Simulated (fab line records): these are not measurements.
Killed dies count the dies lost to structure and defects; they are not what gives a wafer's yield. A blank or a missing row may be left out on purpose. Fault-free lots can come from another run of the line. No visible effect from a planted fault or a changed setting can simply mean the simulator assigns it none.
The tool behind it: which one? + flow nand-harc + 36 wafers sampled from 12 lots at 1 step of a route of 1302

WHAT EACH GAUGE READ, for each wafer
NHARC_A_ZERO_WELL_CD_MEAS_10: target cd 2000 nm.
| lot  | measured     | on        | cd-nm (nm)           |
|------|--------------|-----------|----------------------|
| L074 | day 7 11:29  | cd-sem-03 | 1997.3 1999.5 1998.0 |
| L076 | day 8 04:01  | cd-sem-01 | 2000.5 1999.7 2001.2 |
| L079 | day 9 06:35  | cd-sem-02 | 1999.7 2000.3 1999.1 |
| L081 | day 9 14:14  | cd-sem-02 | 2001.3 2000.4 1999.9 |
| L083 | day 10 08:49 | cd-sem-01 | 1997.8 2001.3 1998.7 |
| L085 | day 11 09:05 | cd-sem-02 | 1998.1 1998.5 1998.1 |
| L087 | day 12 03:14 | cd-sem-03 | 1999.4 1999.2 1998.3 |
| L089 | day 13 01:59 | cd-sem-02 | 1998.6 1996.2 1997.5 |
| L091 | day 14 02:46 | cd-sem-02 | 1999.5 1997.6 1998.4 |
| L093 | day 14 16:44 | cd-sem-01 | 2000.8 1999.0 1998.5 |
| L095 | day 15 10:05 | cd-sem-01 | 2002.8 2002.3 2003.4 |
| L097 | day 16 14:54 | cd-sem-03 | 1997.9 1998.2 1999.3 |

WHICH TOOL RAN EACH LOT (tool, then ch and the chambers of the sampled wafers, then the start)
Before these readings, the record contains no process step.

THE ANSWER, worked out from the rows above alone
Rule: usual is defined by the lots themselves. Put in order of their means at a reading, lots are off if they are a third of the lots or fewer, leave a main group of 4 or more, and stand apart from it by a gap of 3 or more times the standard deviation of the main group's means; of several such gaps the widest counts. The tables above print the reading to a certain number of digits; a main group whose means all agree to those digits is not used. Also off: a lot with no number at a reading for which 4 or more lots have one. The other lots that the step has rows for count as sound.
Across all readings shown, no lot is off: no conclusion can be drawn from this.

WHAT THE SIMULATOR PUT IN
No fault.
